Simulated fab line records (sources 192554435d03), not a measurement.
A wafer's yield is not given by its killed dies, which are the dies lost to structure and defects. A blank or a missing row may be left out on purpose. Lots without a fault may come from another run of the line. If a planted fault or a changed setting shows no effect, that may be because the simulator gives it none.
What tool caused it? || flow n5Finfet || 24 lots, 72 wafers sampled, at 5 steps of a route of 1938

## WHAT EACH GAUGE READ, for each wafer
N5_BEOL_M9_CD_MEAS_35: target cd 70 nm, target cd y 40 nm. Usual: cdNm at 70.0 nm, with a standard deviation of 0.65.
{"lot": "L074", "measured": "day 9 12:20", "on": "cdSem-02", "cdNm (nm)": "69.3 70.2 69.3", "flag": ""}
{"lot": "L075", "measured": "day 9 22:26", "on": "cdSem-01", "cdNm (nm)": "71.4 71.2 70.5", "flag": ""}
{"lot": "L076", "measured": "day 10 00:38", "on": "cdSem-01", "cdNm (nm)": "70.7 69.5 69.5", "flag": ""}
{"lot": "L077", "measured": "day 10 16:08", "on": "cdSem-03", "cdNm (nm)": "69.7 69.6 69.1", "flag": ""}
{"lot": "L078", "measured": "day 10 23:46", "on": "cdSem-01", "cdNm (nm)": "69.1 69.7 68.4", "flag": ""}
{"lot": "L079", "measured": "day 10 23:52", "on": "cdSem-01", "cdNm (nm)": "70.4 70.5 70.1", "flag": ""}
{"lot": "L082", "measured": "day 11 01:56", "on": "cdSem-03", "cdNm (nm)": "71.2 71.4 70.7", "flag": ""}
{"lot": "L080", "measured": "day 11 09:13", "on": "cdSem-01", "cdNm (nm)": "69.8 69.5 70.4", "flag": ""}
{"lot": "L081", "measured": "day 11 17:13", "on": "cdSem-01", "cdNm (nm)": "69.9 70.7 70.5", "flag": ""}
{"lot": "L083", "measured": "day 11 19:23", "on": "cdSem-03", "cdNm (nm)": "70.0 70.3 69.1", "flag": ""}
{"lot": "L084", "measured": "day 12 11:16", "on": "cdSem-03", "cdNm (nm)": "70.9 70.0 70.5", "flag": ""}
{"lot": "L085", "measured": "day 12 11:56", "on": "cdSem-03", "cdNm (nm)": "69.5 69.4 70.0", "flag": ""}
{"lot": "L086", "measured": "day 13 06:07", "on": "cdSem-01", "cdNm (nm)": "69.6 69.8 70.1", "flag": ""}
{"lot": "L087", "measured": "day 13 07:35", "on": "cdSem-02", "cdNm (nm)": "71.3 71.0 69.7", "flag": ""}
{"lot": "L088", "measured": "day 13 07:49", "on": "cdSem-02", "cdNm (nm)": "70.7 70.2 69.6", "flag": ""}
{"lot": "L089", "measured": "day 13 11:03", "on": "cdSem-01", "cdNm (nm)": "70.8 69.9 70.7", "flag": ""}
{"lot": "L090", "measured": "day 13 14:53", "on": "cdSem-01", "cdNm (nm)": "69.8 70.1 69.6", "flag": ""}
{"lot": "L091", "measured": "day 13 16:33", "on": "cdSem-01", "cdNm (nm)": "69.2 69.8 69.4", "flag": ""}
{"lot": "L092", "measured": "day 14 11:50", "on": "cdSem-02", "cdNm (nm)": "69.8 70.1 70.9", "flag": ""}
{"lot": "L093", "measured": "day 14 15:46", "on": "cdSem-03", "cdNm (nm)": "69.4 69.7 70.0", "flag": ""}
{"lot": "L095", "measured": "day 15 08:13", "on": "cdSem-03", "cdNm (nm)": "70.2 69.8 69.4", "flag": ""}
{"lot": "L094", "measured": "day 15 08:29", "on": "cdSem-01", "cdNm (nm)": "69.8 70.0 69.5", "flag": ""}
{"lot": "L096", "measured": "day 15 10:44", "on": "cdSem-02", "cdNm (nm)": "70.3 71.0 71.2", "flag": ""}
{"lot": "L097", "measured": "day 16 07:41", "on": "cdSem-03", "cdNm (nm)": "69.6 69.5 69.4", "flag": ""}

N5_BEOL_M10_OVL_MEAS_12. Usual: M10_OVL typically reads 0.2 nm, with standard deviation 0.77.
{"lot": "L074", "measured": "day 9 17:37", "on": "overlay-01", "M10_OVL (nm)": "1.5 1.4 0.9", "flag": ""}
{"lot": "L075", "measured": "day 10 03:52", "on": "overlay-01", "M10_OVL (nm)": "-0.2 0.4 0.0", "flag": ""}
{"lot": "L076", "measured": "day 10 05:01", "on": "overlay-01", "M10_OVL (nm)": "0.4 -0.3 -0.6", "flag": ""}
{"lot": "L077", "measured": "day 11 00:09", "on": "overlay-01", "M10_OVL (nm)": "-0.4 0.2 -0.1", "flag": ""}
{"lot": "L078", "measured": "day 11 04:54", "on": "overlay-02", "M10_OVL (nm)": "-0.1 1.0 -0.1", "flag": ""}
{"lot": "L079", "measured": "day 11 04:49", "on": "overlay-01", "M10_OVL (nm)": "-0.3 -0.8 -1.2", "flag": ""}
{"lot": "L082", "measured": "day 11 07:45", "on": "overlay-02", "M10_OVL (nm)": "0.4 1.1 1.9", "flag": ""}
{"lot": "L080", "measured": "day 11 12:46", "on": "overlay-01", "M10_OVL (nm)": "-0.3 0.0 -1.0", "flag": ""}
{"lot": "L081", "measured": "day 12 01:24", "on": "overlay-01", "M10_OVL (nm)": "-0.6 0.2 -0.4", "flag": ""}
{"lot": "L083", "measured": "day 12 01:38", "on": "overlay-02", "M10_OVL (nm)": "0.9 -0.8 -0.4", "flag": ""}
{"lot": "L084", "measured": "day 12 15:48", "on": "overlay-01", "M10_OVL (nm)": "-0.1 0.6 0.1", "flag": ""}
{"lot": "L085", "measured": "day 12 17:28", "on": "overlay-02", "M10_OVL (nm)": "-1.2 0.4 0.5", "flag": ""}
{"lot": "L086", "measured": "day 13 10:35", "on": "overlay-01", "M10_OVL (nm)": "-0.3 -0.5 0.3", "flag": ""}
{"lot": "L087", "measured": "day 13 14:02", "on": "overlay-01", "M10_OVL (nm)": "1.6 2.0 1.3", "flag": ""}
{"lot": "L088", "measured": "day 13 14:13", "on": "overlay-02", "M10_OVL (nm)": "1.1 0.1 0.5", "flag": ""}
{"lot": "L089", "measured": "day 13 14:43", "on": "overlay-01", "M10_OVL (nm)": "2.1 1.3 0.4", "flag": ""}
{"lot": "L090", "measured": "day 13 22:03", "on": "overlay-02", "M10_OVL (nm)": "0.1 -0.6 0.4", "flag": ""}
{"lot": "L091", "measured": "day 13 22:29", "on": "overlay-02", "M10_OVL (nm)": "-1.1 0.5 0.0", "flag": ""}
{"lot": "L092", "measured": "day 14 15:55", "on": "overlay-01", "M10_OVL (nm)": "-0.6 0.1 0.1", "flag": ""}
{"lot": "L093", "measured": "day 14 21:49", "on": "overlay-02", "M10_OVL (nm)": "0.1 -0.1 0.9", "flag": ""}
{"lot": "L095", "measured": "day 15 14:40", "on": "overlay-02", "M10_OVL (nm)": "0.0 -0.7 -0.1", "flag": ""}
{"lot": "L094", "measured": "day 15 15:00", "on": "overlay-01", "M10_OVL (nm)": "0.5 -0.4 0.9", "flag": ""}
{"lot": "L096", "measured": "day 15 18:08", "on": "overlay-01", "M10_OVL (nm)": "0.3 1.5 0.3", "flag": ""}
{"lot": "L097", "measured": "day 16 12:23", "on": "overlay-01", "M10_OVL (nm)": "1.5 0.7 -0.1", "flag": ""}

## WHICH TOOL RAN EACH LOT (tool, then ch and the chambers of the sampled wafers, then the start)
{"lot": "L074", "N5_BEOL_M9_CURE_72": "uvCure-03 ch 2, day 9 12:25", "N5_BEOL_M9_DEGAS_44": "pvdSputter-03, day 9 12:52", "N5_BEOL_M9_CMP_52": "cmp-03 ch 0,1,3, day 9 15:14"}
{"lot": "L075", "N5_BEOL_M9_CURE_72": "uvCure-02 ch 1, day 9 22:34", "N5_BEOL_M9_DEGAS_44": "pvdSputter-03, day 9 22:49", "N5_BEOL_M9_CMP_52": "cmp-03 ch 2,3, day 10 00:11"}
{"lot": "L076", "N5_BEOL_M9_CURE_72": "uvCure-03 ch 0, day 10 00:52", "N5_BEOL_M9_DEGAS_44": "pvdSputter-03, day 10 01:39", "N5_BEOL_M9_CMP_52": "cmp-02 ch 0,1,2, day 10 02:57"}
{"lot": "L077", "N5_BEOL_M9_CURE_72": "uvCure-03 ch 1, day 10 17:14", "N5_BEOL_M9_DEGAS_44": "pvdSputter-02, day 10 17:53", "N5_BEOL_M9_CMP_52": "cmp-03 ch 0,1, day 10 19:06"}
{"lot": "L078", "N5_BEOL_M9_CURE_72": "uvCure-03 ch 1, day 10 23:54", "N5_BEOL_M9_DEGAS_44": "pvdSputter-03, day 11 00:49", "N5_BEOL_M9_CMP_52": "cmp-03 ch 0,1,3, day 11 02:21"}
{"lot": "L079", "N5_BEOL_M9_CURE_72": "uvCure-02 ch 0, day 11 00:00", "N5_BEOL_M9_DEGAS_44": "pvdSputter-03, day 11 00:53", "N5_BEOL_M9_CMP_52": "cmp-01 ch 0,1,2, day 11 02:11"}
{"lot": "L082", "N5_BEOL_M9_CURE_72": "uvCure-03 ch 2, day 11 01:59", "N5_BEOL_M9_DEGAS_44": "pvdSputter-03, day 11 03:01", "N5_BEOL_M9_CMP_52": "cmp-03 ch 0,2,3, day 11 04:40"}
{"lot": "L080", "N5_BEOL_M9_CURE_72": "uvCure-01 ch 1, day 11 09:16", "N5_BEOL_M9_DEGAS_44": "pvdSputter-03, day 11 09:35", "N5_BEOL_M9_CMP_52": "cmp-03 ch 0,2, day 11 11:07"}
{"lot": "L081", "N5_BEOL_M9_CURE_72": "uvCure-02 ch 0, day 11 17:18", "N5_BEOL_M9_DEGAS_44": "pvdSputter-02, day 11 17:44", "N5_BEOL_M9_CMP_52": "cmp-01 ch 0,1,2, day 11 20:34"}
{"lot": "L083", "N5_BEOL_M9_CURE_72": "uvCure-01 ch 1, day 11 19:26", "N5_BEOL_M9_DEGAS_44": "pvdSputter-03, day 11 20:02", "N5_BEOL_M9_CMP_52": "cmp-02 ch 1,2, day 11 21:10"}
{"lot": "L084", "N5_BEOL_M9_CURE_72": "uvCure-02 ch 0, day 12 11:19", "N5_BEOL_M9_DEGAS_44": "pvdSputter-01, day 12 11:54", "N5_BEOL_M9_CMP_52": "cmp-01 ch 0,3, day 12 13:20"}
{"lot": "L085", "N5_BEOL_M9_CURE_72": "uvCure-02 ch 0, day 12 12:04", "N5_BEOL_M9_DEGAS_44": "pvdSputter-02, day 12 12:20", "N5_BEOL_M9_CMP_52": "cmp-01 ch 0,2,3, day 12 14:47"}
{"lot": "L086", "N5_BEOL_M9_CURE_72": "uvCure-03 ch 0, day 13 06:09", "N5_BEOL_M9_DEGAS_44": "pvdSputter-02, day 13 06:50", "N5_BEOL_M9_CMP_52": "cmp-02 ch 1,2,3, day 13 08:39"}
{"lot": "L087", "N5_BEOL_M9_CURE_72": "uvCure-02 ch 0, day 13 07:38", "N5_BEOL_M9_DEGAS_44": "pvdSputter-01, day 13 09:45", "N5_BEOL_M9_CMP_52": "cmp-03 ch 0,1,3, day 13 11:01"}
{"lot": "L088", "N5_BEOL_M9_CURE_72": "uvCure-01 ch 0, day 13 07:52", "N5_BEOL_M9_DEGAS_44": "pvdSputter-01, day 13 09:50", "N5_BEOL_M9_CMP_52": "cmp-02 ch 0,1,2, day 13 11:08"}
{"lot": "L089", "N5_BEOL_M9_CURE_72": "uvCure-03 ch 0, day 13 11:08", "N5_BEOL_M9_DEGAS_44": "pvdSputter-01, day 13 11:33", "N5_BEOL_M9_CMP_52": "cmp-03 ch 0,1,2, day 13 12:59"}
{"lot": "L090", "N5_BEOL_M9_CURE_72": "uvCure-03 ch 1, day 13 14:55", "N5_BEOL_M9_DEGAS_44": "pvdSputter-02, day 13 16:39", "N5_BEOL_M9_CMP_52": "cmp-02 ch 0,1,2, day 13 18:22"}
{"lot": "L091", "N5_BEOL_M9_CURE_72": "uvCure-02 ch 1, day 13 16:35", "N5_BEOL_M9_DEGAS_44": "pvdSputter-01, day 13 17:19", "N5_BEOL_M9_CMP_52": "cmp-03 ch 1,2,3, day 13 20:05"}
{"lot": "L092", "N5_BEOL_M9_CURE_72": "uvCure-01 ch 0, day 14 11:59", "N5_BEOL_M9_DEGAS_44": "pvdSputter-03, day 14 12:19", "N5_BEOL_M9_CMP_52": "cmp-03 ch 1,2, day 14 13:35"}
{"lot": "L093", "N5_BEOL_M9_CURE_72": "uvCure-01 ch 2, day 14 15:57", "N5_BEOL_M9_DEGAS_44": "pvdSputter-01, day 14 16:07", "N5_BEOL_M9_CMP_52": "cmp-01 ch 1,2,3, day 14 18:17"}
{"lot": "L095", "N5_BEOL_M9_CURE_72": "uvCure-02 ch 0, day 15 08:15", "N5_BEOL_M9_DEGAS_44": "pvdSputter-03, day 15 09:52", "N5_BEOL_M9_CMP_52": "cmp-01 ch 0,1, day 15 11:07"}
{"lot": "L094", "N5_BEOL_M9_CURE_72": "uvCure-01 ch 1, day 15 08:35", "N5_BEOL_M9_DEGAS_44": "pvdSputter-03, day 15 09:56", "N5_BEOL_M9_CMP_52": "cmp-03 ch 1,2, day 15 11:23"}
{"lot": "L096", "N5_BEOL_M9_CURE_72": "uvCure-02 ch 1, day 15 10:47", "N5_BEOL_M9_DEGAS_44": "pvdSputter-01, day 15 11:43", "N5_BEOL_M9_CMP_52": "cmp-03 ch 1,2,3, day 15 14:44"}
{"lot": "L097", "N5_BEOL_M9_CURE_72": "uvCure-01 ch 2, day 16 07:43", "N5_BEOL_M9_DEGAS_44": "pvdSputter-01, day 16 08:13", "N5_BEOL_M9_CMP_52": "cmp-02 ch 1,3, day 16 09:22"}
- N5_BEOL_M9_CURE_72: cures SiCOH lowk, time 120 s.
- N5_BEOL_M9_DEGAS_44: time 60 s.
- N5_BEOL_M9_CMP_52: polishes, stops on SiCOH lowk, t overpolish 7 s, target thk 140 nm.

## WHAT THE TOOLS THEMSELVES READ (means of the sampled wafers that have a number; where no wafer has one, the mark that the record gives instead)
N5_BEOL_M9_CURE_72. Usual: lampPowerPct 52.31 %, standard deviation 0.051; wafer_temp_C_max 371.6, standard deviation 0.63.
{"lot": "L074", "tool": "uvCure-03", "lampPowerPct (%)": 52.29, "wafer_temp_C_max": 371.0, "flag": ""}
{"lot": "L075", "tool": "uvCure-02", "lampPowerPct (%)": 52.25, "wafer_temp_C_max": 372.9, "flag": ""}
{"lot": "L076", "tool": "uvCure-03", "lampPowerPct (%)": 52.34, "wafer_temp_C_max": 371.2, "flag": ""}
{"lot": "L077", "tool": "uvCure-03", "lampPowerPct (%)": 52.35, "wafer_temp_C_max": 371.1, "flag": ""}
{"lot": "L078", "tool": "uvCure-03", "lampPowerPct (%)": 52.28, "wafer_temp_C_max": 370.7, "flag": ""}
{"lot": "L079", "tool": "uvCure-02", "lampPowerPct (%)": 52.30, "wafer_temp_C_max": 371.7, "flag": ""}
{"lot": "L082", "tool": "uvCure-03", "lampPowerPct (%)": 52.31, "wafer_temp_C_max": 371.5, "flag": ""}
{"lot": "L080", "tool": "uvCure-01", "lampPowerPct (%)": 52.32, "wafer_temp_C_max": 371.4, "flag": ""}
{"lot": "L081", "tool": "uvCure-02", "lampPowerPct (%)": 52.34, "wafer_temp_C_max": 371.7, "flag": ""}
{"lot": "L083", "tool": "uvCure-01", "lampPowerPct (%)": 52.33, "wafer_temp_C_max": 371.4, "flag": ""}
{"lot": "L084", "tool": "uvCure-02", "lampPowerPct (%)": 52.29, "wafer_temp_C_max": 371.3, "flag": ""}
{"lot": "L085", "tool": "uvCure-02", "lampPowerPct (%)": 52.35, "wafer_temp_C_max": 371.4, "flag": ""}
{"lot": "L086", "tool": "uvCure-03", "lampPowerPct (%)": 52.30, "wafer_temp_C_max": 370.9, "flag": ""}
{"lot": "L087", "tool": "uvCure-02", "lampPowerPct (%)": 52.29, "wafer_temp_C_max": 371.7, "flag": ""}
{"lot": "L088", "tool": "uvCure-01", "lampPowerPct (%)": 52.31, "wafer_temp_C_max": 371.9, "flag": ""}
{"lot": "L089", "tool": "uvCure-03", "lampPowerPct (%)": 52.33, "wafer_temp_C_max": 371.0, "flag": ""}
{"lot": "L090", "tool": "uvCure-03", "lampPowerPct (%)": 52.33, "wafer_temp_C_max": 370.9, "flag": ""}
{"lot": "L091", "tool": "uvCure-02", "lampPowerPct (%)": 52.31, "wafer_temp_C_max": 372.2, "flag": ""}
{"lot": "L092", "tool": "uvCure-01", "lampPowerPct (%)": 52.33, "wafer_temp_C_max": 372.1, "flag": ""}
{"lot": "L093", "tool": "uvCure-01", "lampPowerPct (%)": 52.31, "wafer_temp_C_max": 372.4, "flag": ""}
{"lot": "L095", "tool": "uvCure-02", "lampPowerPct (%)": 52.34, "wafer_temp_C_max": 371.1, "flag": ""}
{"lot": "L094", "tool": "uvCure-01", "lampPowerPct (%)": 52.34, "wafer_temp_C_max": 371.5, "flag": ""}
{"lot": "L096", "tool": "uvCure-02", "lampPowerPct (%)": 52.32, "wafer_temp_C_max": 372.8, "flag": ""}
{"lot": "L097", "tool": "uvCure-01", "lampPowerPct (%)": 52.32, "wafer_temp_C_max": 372.1, "flag": ""}

N5_BEOL_M9_DEGAS_44. Usual: heaterPowerW 321 W, standard deviation 29; susceptorTempC 250.01 C, standard deviation 0.16.
{"lot": "L074", "tool": "pvdSputter-03", "heaterPowerW (W)": 302, "susceptorTempC (C)": 249.93, "flag": ""}
{"lot": "L075", "tool": "pvdSputter-03", "heaterPowerW (W)": 316, "susceptorTempC (C)": 250.00, "flag": ""}
{"lot": "L076", "tool": "pvdSputter-03", "heaterPowerW (W)": 302, "susceptorTempC (C)": 249.79, "flag": ""}
{"lot": "L077", "tool": "pvdSputter-02", "heaterPowerW (W)": 380, "susceptorTempC (C)": 250.11, "flag": ""}
{"lot": "L078", "tool": "pvdSputter-03", "heaterPowerW (W)": 324, "susceptorTempC (C)": 250.00, "flag": ""}
{"lot": "L079", "tool": "pvdSputter-03", "heaterPowerW (W)": 307, "susceptorTempC (C)": 250.09, "flag": ""}
{"lot": "L082", "tool": "pvdSputter-03", "heaterPowerW (W)": 314, "susceptorTempC (C)": 250.15, "flag": ""}
{"lot": "L080", "tool": "pvdSputter-03", "heaterPowerW (W)": 309, "susceptorTempC (C)": 249.94, "flag": ""}
{"lot": "L081", "tool": "pvdSputter-02", "heaterPowerW (W)": 310, "susceptorTempC (C)": 250.05, "flag": ""}
{"lot": "L083", "tool": "pvdSputter-03", "heaterPowerW (W)": 299, "susceptorTempC (C)": 249.98, "flag": ""}
{"lot": "L084", "tool": "pvdSputter-01", "heaterPowerW (W)": 320, "susceptorTempC (C)": 250.04, "flag": ""}
{"lot": "L085", "tool": "pvdSputter-02", "heaterPowerW (W)": 349, "susceptorTempC (C)": 250.17, "flag": ""}
{"lot": "L086", "tool": "pvdSputter-02", "heaterPowerW (W)": 338, "susceptorTempC (C)": 249.95, "flag": ""}
{"lot": "L087", "tool": "pvdSputter-01", "heaterPowerW (W)": 345, "susceptorTempC (C)": 249.96, "flag": ""}
{"lot": "L088", "tool": "pvdSputter-01", "heaterPowerW (W)": 322, "susceptorTempC (C)": 249.95, "flag": ""}
{"lot": "L089", "tool": "pvdSputter-01", "heaterPowerW (W)": 344, "susceptorTempC (C)": 250.02, "flag": ""}
{"lot": "L090", "tool": "pvdSputter-02", "heaterPowerW (W)": 335, "susceptorTempC (C)": 250.13, "flag": ""}
{"lot": "L091", "tool": "pvdSputter-01", "heaterPowerW (W)": 339, "susceptorTempC (C)": 250.00, "flag": ""}
{"lot": "L092", "tool": "pvdSputter-03", "heaterPowerW (W)": 327, "susceptorTempC (C)": 250.08, "flag": ""}
{"lot": "L093", "tool": "pvdSputter-01", "heaterPowerW (W)": 340, "susceptorTempC (C)": 250.10, "flag": ""}
{"lot": "L095", "tool": "pvdSputter-03", "heaterPowerW (W)": 312, "susceptorTempC (C)": 250.00, "flag": ""}
{"lot": "L094", "tool": "pvdSputter-03", "heaterPowerW (W)": 326, "susceptorTempC (C)": 250.09, "flag": ""}
{"lot": "L096", "tool": "pvdSputter-01", "heaterPowerW (W)": 323, "susceptorTempC (C)": 250.06, "flag": ""}
{"lot": "L097", "tool": "pvdSputter-01", "heaterPowerW (W)": 321, "susceptorTempC (C)": 250.15, "flag": ""}

N5_BEOL_M9_CMP_52. Usual: barrierFieldEndpointS 29.3 s, standard deviation 0.72; motorCurrentA 6.1 A, standard deviation 0.55; overpolishRunS 7.000 s, standard deviation 0.0099; slurryFilterDpKPa 13.49 kPa, standard deviation 0.15; slurryFlowMlMin 150.0, standard deviation 0.5; timeToEndpointS 68 s, standard deviation 3.1.
{"lot": "L074", "tool": "cmp-03", "barrierFieldEndpointS (s)": 29.2, "motorCurrentA (A)": 6.3, "overpolishRunS (s)": 6.996, "slurryFilterDpKPa (kPa)": 13.36, "slurryFlowMlMin": 149.9, "timeToEndpointS (s)": 72, "flag": ""}
{"lot": "L075", "tool": "cmp-03", "barrierFieldEndpointS (s)": 30.0, "motorCurrentA (A)": 6.8, "overpolishRunS (s)": 7.004, "slurryFilterDpKPa (kPa)": 13.31, "slurryFlowMlMin": 150.1, "timeToEndpointS (s)": 71, "flag": ""}
{"lot": "L076", "tool": "cmp-02", "barrierFieldEndpointS (s)": 29.4, "motorCurrentA (A)": 6.2, "overpolishRunS (s)": 7.005, "slurryFilterDpKPa (kPa)": 13.44, "slurryFlowMlMin": 149.8, "timeToEndpointS (s)": 69, "flag": ""}
{"lot": "L077", "tool": "cmp-03", "barrierFieldEndpointS (s)": 28.9, "motorCurrentA (A)": 6.4, "overpolishRunS (s)": 7.003, "slurryFilterDpKPa (kPa)": 13.53, "slurryFlowMlMin": 150.0, "timeToEndpointS (s)": 68, "flag": ""}
{"lot": "L078", "tool": "cmp-03", "barrierFieldEndpointS (s)": 29.7, "motorCurrentA (A)": 6.1, "overpolishRunS (s)": 7.003, "slurryFilterDpKPa (kPa)": 13.52, "slurryFlowMlMin": 150.4, "timeToEndpointS (s)": 72, "flag": ""}
{"lot": "L079", "tool": "cmp-01", "barrierFieldEndpointS (s)": 29.1, "motorCurrentA (A)": 5.5, "overpolishRunS (s)": 7.007, "slurryFilterDpKPa (kPa)": 13.50, "slurryFlowMlMin": 150.3, "timeToEndpointS (s)": 67, "flag": ""}
{"lot": "L082", "tool": "cmp-03", "barrierFieldEndpointS (s)": 29.4, "motorCurrentA (A)": 6.6, "overpolishRunS (s)": 7.005, "slurryFilterDpKPa (kPa)": 13.52, "slurryFlowMlMin": 150.1, "timeToEndpointS (s)": 67, "flag": ""}
{"lot": "L080", "tool": "cmp-03", "barrierFieldEndpointS (s)": 29.5, "motorCurrentA (A)": 6.4, "overpolishRunS (s)": 6.991, "slurryFilterDpKPa (kPa)": 13.45, "slurryFlowMlMin": 149.8, "timeToEndpointS (s)": 68, "flag": ""}
{"lot": "L081", "tool": "cmp-01", "barrierFieldEndpointS (s)": 29.1, "motorCurrentA (A)": 5.6, "overpolishRunS (s)": 7.003, "slurryFilterDpKPa (kPa)": 13.50, "slurryFlowMlMin": 150.5, "timeToEndpointS (s)": 68, "flag": ""}
{"lot": "L083", "tool": "cmp-02", "barrierFieldEndpointS (s)": 29.9, "motorCurrentA (A)": 6.4, "overpolishRunS (s)": 6.998, "slurryFilterDpKPa (kPa)": 13.51, "slurryFlowMlMin": 150.6, "timeToEndpointS (s)": 70, "flag": ""}
{"lot": "L084", "tool": "cmp-01", "barrierFieldEndpointS (s)": 28.1, "motorCurrentA (A)": 5.4, "overpolishRunS (s)": 7.003, "slurryFilterDpKPa (kPa)": 13.47, "slurryFlowMlMin": 149.7, "timeToEndpointS (s)": 66, "flag": ""}
{"lot": "L085", "tool": "cmp-01", "barrierFieldEndpointS (s)": 29.7, "motorCurrentA (A)": 5.7, "overpolishRunS (s)": 6.999, "slurryFilterDpKPa (kPa)": 13.51, "slurryFlowMlMin": 150.1, "timeToEndpointS (s)": 69, "flag": ""}
{"lot": "L086", "tool": "cmp-02", "barrierFieldEndpointS (s)": 28.9, "motorCurrentA (A)": 6.1, "overpolishRunS (s)": 7.006, "slurryFilterDpKPa (kPa)": 13.53, "slurryFlowMlMin": 150.2, "timeToEndpointS (s)": 63, "flag": ""}
{"lot": "L087", "tool": "cmp-03", "barrierFieldEndpointS (s)": 29.4, "motorCurrentA (A)": 6.1, "overpolishRunS (s)": 7.000, "slurryFilterDpKPa (kPa)": 13.44, "slurryFlowMlMin": 149.9, "timeToEndpointS (s)": 69, "flag": ""}
{"lot": "L088", "tool": "cmp-02", "barrierFieldEndpointS (s)": 29.0, "motorCurrentA (A)": 6.2, "overpolishRunS (s)": 6.999, "slurryFilterDpKPa (kPa)": 13.38, "slurryFlowMlMin": 150.0, "timeToEndpointS (s)": 64, "flag": ""}
{"lot": "L089", "tool": "cmp-03", "barrierFieldEndpointS (s)": 29.0, "motorCurrentA (A)": 6.5, "overpolishRunS (s)": 6.993, "slurryFilterDpKPa (kPa)": 13.65, "slurryFlowMlMin": 149.7, "timeToEndpointS (s)": 67, "flag": ""}
{"lot": "L090", "tool": "cmp-02", "barrierFieldEndpointS (s)": 29.6, "motorCurrentA (A)": 6.3, "overpolishRunS (s)": 7.002, "slurryFilterDpKPa (kPa)": 13.54, "slurryFlowMlMin": 150.0, "timeToEndpointS (s)": 67, "flag": ""}
{"lot": "L091", "tool": "cmp-03", "barrierFieldEndpointS (s)": 30.5, "motorCurrentA (A)": 6.6, "overpolishRunS (s)": 7.006, "slurryFilterDpKPa (kPa)": 13.63, "slurryFlowMlMin": 150.1, "timeToEndpointS (s)": 70, "flag": ""}
{"lot": "L092", "tool": "cmp-03", "barrierFieldEndpointS (s)": 29.5, "motorCurrentA (A)": 6.8, "overpolishRunS (s)": 7.005, "slurryFilterDpKPa (kPa)": 13.51, "slurryFlowMlMin": 150.3, "timeToEndpointS (s)": 69, "flag": ""}
{"lot": "L093", "tool": "cmp-01", "barrierFieldEndpointS (s)": 29.2, "motorCurrentA (A)": 5.8, "overpolishRunS (s)": 7.001, "slurryFilterDpKPa (kPa)": 13.50, "slurryFlowMlMin": 149.8, "timeToEndpointS (s)": 66, "flag": ""}
{"lot": "L095", "tool": "cmp-01", "barrierFieldEndpointS (s)": 29.6, "motorCurrentA (A)": 5.5, "overpolishRunS (s)": 7.005, "slurryFilterDpKPa (kPa)": 13.43, "slurryFlowMlMin": 150.0, "timeToEndpointS (s)": 67, "flag": ""}
{"lot": "L094", "tool": "cmp-03", "barrierFieldEndpointS (s)": 30.4, "motorCurrentA (A)": 6.5, "overpolishRunS (s)": 7.006, "slurryFilterDpKPa (kPa)": 13.40, "slurryFlowMlMin": 150.2, "timeToEndpointS (s)": 71, "flag": ""}
{"lot": "L096", "tool": "cmp-03", "barrierFieldEndpointS (s)": 29.5, "motorCurrentA (A)": 6.6, "overpolishRunS (s)": 6.992, "slurryFilterDpKPa (kPa)": 13.40, "slurryFlowMlMin": 149.9, "timeToEndpointS (s)": 67, "flag": ""}
{"lot": "L097", "tool": "cmp-02", "barrierFieldEndpointS (s)": 28.8, "motorCurrentA (A)": 5.6, "overpolishRunS (s)": 7.000, "slurryFilterDpKPa (kPa)": 13.46, "slurryFlowMlMin": 149.7, "timeToEndpointS (s)": 66, "flag": ""}

## THE ANSWER, worked out from the rows above alone
Rule: a lot is off if the mean of its wafers that have a number lies more than 3 standard deviations from the usual mean. A lot without any number at a reading at which 4 lots or more have one is off too. All remaining lots with rows at the step are treated as sound. Order of review: gauges by route order, followed by the tools' own readings, for which a lot's mean as printed above is used. The first step at which some lot is off is used, and at that step the reading that is off furthest; a lot without a number counts as furthest.
Nothing can be told from this: no lot is off at any reading shown.

## WHAT HAD BEEN PUT IN BY THE SIMULATOR
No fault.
